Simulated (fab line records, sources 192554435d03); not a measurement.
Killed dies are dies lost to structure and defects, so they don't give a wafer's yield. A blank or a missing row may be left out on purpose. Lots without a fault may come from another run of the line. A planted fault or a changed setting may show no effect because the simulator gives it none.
A struck lot beside a sound one | flow n5_finfet | 29 steps out of a route of 1938
Sound: wafers L893.1, L893.3, L893.5. Struck: wafers L911.1, L911.2, L911.6. The cause comes at the end.
At each step with rows: each side's tool, then ch and its chambers, then its first start. Under that, the readings that differ: sound wafers | struck wafers | difference of the means | sigmas: that difference in standard deviations of wafers without a fault.
alike: readings whose means differ by less than 2 such deviations, and words and numbers that are the same on both sides. not compared: withheld readings, readings that some wafer has no value for, bounds like >300 that may hide the same value, and numbers for which the record gives no deviation and whose values overlap.
The two part at a step that has a row with sigmas, a row that says differs or no value, or rows on one side only. Numbers that don't overlap but have no deviation are shown without sigmas and don't part them. A reading that every wafer of one side lacks parts them only if that side has two wafers or more.

N5_BEOL_M1_THK_MEAS_53: measures by xrf.
  sound on film_metro-01, day 6 13:46; struck on film_metro-01, day 11 14:37
  alike: M1_THK
then, 1 step without rows for these wafers: N5_BEOL_M1_PRE_CLEAN_60 (time 15 s).
N5_BEOL_M1_CO_CAP_55: material Co, precursor CCTBA/H2, target thk 2 nm, time 102.1 s.
  sound on cvd_co-02 ch 0,1,2, day 6 13:54; struck on cvd_co-01 ch 1,2, day 11 14:55
  alike: heater_power_w
then, 1 step without rows for these wafers: N5_BEOL_M1_PRE_CLEAN_56 (time 15 s).
N5_BEOL_M1_DEP_57: deposits SiCN from 3MS/NH3, target thk 8 nm, time 14 s.
  sound on pecvd-02 ch 0,1,2, day 6 14:01; struck on pecvd-02 ch 0,2, day 11 15:02
  alike: showerhead_plenum_p_Torr, throttle_valve_pct
N5_BEOL_M1_RS_MEAS_58: measures by four-point-probe.
  sound on film_metro-01, day 6 14:05; struck on film_metro-02, day 11 15:06
  alike: M1_RS
N5_BEOL_M1_INSPECT_59: inspects for defects (darkfield).
  sound on defect_inspect-02, day 6 14:07; struck on defect_inspect-02, day 11 15:07
  alike: raw_defect_count
then, 1 step without rows for these wafers: N5_BEOL_M2_ILD_DEP_00 (deposits SiOC from DEMS/O2, target thk 79 nm, time 15.3 s).
N5_BEOL_M2_THK_MEAS_01:
  sound on film_metro-01, day 6 14:13; struck on film_metro-01, day 11 15:14
  alike: M2_ILD_THK
N5_BEOL_M2_PECVD_72: deposits SiO2 from TEOS/O2, target thk 16 nm, time 18 s.
  sound on pecvd-04 ch 0,1, day 6 14:15; struck on pecvd-01 ch 1,2, day 11 15:16
  alike: heater_power_w, showerhead_plenum_p_Torr, throttle_valve_pct
then, 2 steps without rows for these wafers: N5_BEOL_M2_HM_DEP_02 (deposits TiN, target thk 20 nm); N5_BEOL_M2_COAT_61 (time 60 s, resist thk 60 nm).
N5_BEOL_M2_COAT_62: time 60 s, resist thk 12 nm.
  sound on litho_track-02 ch 0, day 6 16:17; struck on litho_track-02 ch 0, day 11 16:41
  reading                                    | sound                | struck               | difference | sigmas
  spin_speed_rpm (rpm)                       | 1499.8 1498.3 1500.6 | 1811.9 1811.2 1812.1 | +312.2     | +99 or more
  model.SiARC_of_BEOL_M2_COAT_62.thk_nm (nm) | 12 12 12             | 11 11 11             | -1         |
then, 7 steps without rows for these wafers: N5_BEOL_M2_COAT_73 (time 60 s, resist thk 5 nm); N5_BEOL_M2_COAT_05 (resist thk 30 nm); N5_BEOL_M2_EBR_07; N5_BEOL_M2_SOFTBAKE_06 (time 60 s); N5_BEOL_M2_EXPOSE_08 (exposes mask M2); N5_BEOL_M2_PEB_09 (peb time 60 s); N5_BEOL_M2_DEVELOP_10 (develop time 30 s).
N5_BEOL_M2_CD_MEAS_11: target cd 16.79 nm.
  sound on cd_sem-03 ch 0, day 6 16:32; struck on cd_sem-01 ch 0, day 11 16:57
  alike: cd_nm
N5_BEOL_M2_OVL_MEAS_12:
  sound on overlay-01 ch 0, day 6 16:34; struck on overlay-02 ch 0, day 11 16:59
  alike: M2_OVL
N5_BEOL_M2_INSPECT_13: inspects for defects (brightfield).
  sound on defect_inspect-01, day 6 16:38; struck on defect_inspect-01, day 11 17:02
  alike: raw_defect_count
N5_BEOL_M2_DESCUM_16: chemistry O2, time 7 s.
  sound on rie_diel-06 ch 1,2, day 6 16:48; struck on rie_diel-01 ch 0,3, day 11 17:04
  alike: drypump_motor_current_A, oes_product_au, rf_vpp_V, showerhead_plenum_p_Torr, throttle_valve_pct
  not compared: rf_hours_counter_h
N5_BEOL_M2_ETCH_74: etches underlayer in N2/H2, target depth 6.5 nm, time 5.2 s.
  sound on rie_diel-06 ch 1,2, day 6 16:50; struck on rie_diel-01 ch 0,3, day 11 17:07
  alike: drypump_motor_current_A, etch_rf_on_time_s, oes_product_au, rf_vpp_V, showerhead_plenum_p_Torr, throttle_valve_pct
  not compared: rf_hours_counter_h
N5_BEOL_M2_ETCH_63: etches SiARC in CF4, target depth 15.6 nm, time 26 s.
  sound on rie_diel-06 ch 1,2, day 6 16:51; struck on rie_diel-01 ch 0,3, day 11 17:07
  reading                  | sound             | struck            | difference | sigmas
  etch_rf_on_time_s (s)    | 26.3 25.8 26.5    | 22.4 23.6 24.0    | -2.9       | -5
  model.etch.depth_nm (nm) | 12.06 12.03 12.05 | 10.94 10.91 10.93 | -1.12      |
  alike: drypump_motor_current_A, oes_product_au, rf_vpp_V, showerhead_plenum_p_Torr, throttle_valve_pct
  not compared: rf_hours_counter_h
N5_BEOL_M2_ETCH_64: etches SOC in N2/H2, target depth 75 nm, overetch 22.5 nm, time 121.9 s.
  sound on rie_diel-06 ch 1,2, day 6 16:53; struck on rie_diel-01 ch 0,3, day 11 17:09
  reading                                    | sound       | struck      | difference | sigmas
  model.SiARC_of_BEOL_M2_COAT_62.thk_nm (nm) | 6.4 6.6 6.4 | 5.2 5.2 5.2 | -1.3       |
  alike: drypump_motor_current_A, oes_product_au, rf_vpp_V, showerhead_plenum_p_Torr, throttle_valve_pct
  not compared: rf_hours_counter_h
then, 1 step without rows for these wafers: N5_BEOL_M2_STRIP_65 (strips in N2/H2).
-- the record jumps here: 2 days lie between the struck wafers' starts before and after (it left off in module BEOL_M2 and takes up again in module BEOL_M4, whose first step shown is number 1111 of the route) --
N5_BEOL_M4_RC_MEAS_101:
  sound on prober-01 ch 0, day 8 22:01; struck on prober-02 ch 0, day 14 01:40
  alike: DIBL_N, DIBL_P, IOFF_N, IOFF_P, ION_N, ION_P, SS_N, SS_P, VT_N, VT_P

WHERE THEY PART
First at N5_BEOL_M2_COAT_62; last, within this record, at N5_BEOL_M2_ETCH_63. Later steps at which nothing parts them and some readings are alike: N5_BEOL_M2_ETCH_64, N5_BEOL_M4_RC_MEAS_101.

WHY: what the simulator had put in
Process parameter drift: litho_track-02, from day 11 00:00 on, at N5_BEOL_M2_COAT_62. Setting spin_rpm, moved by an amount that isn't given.
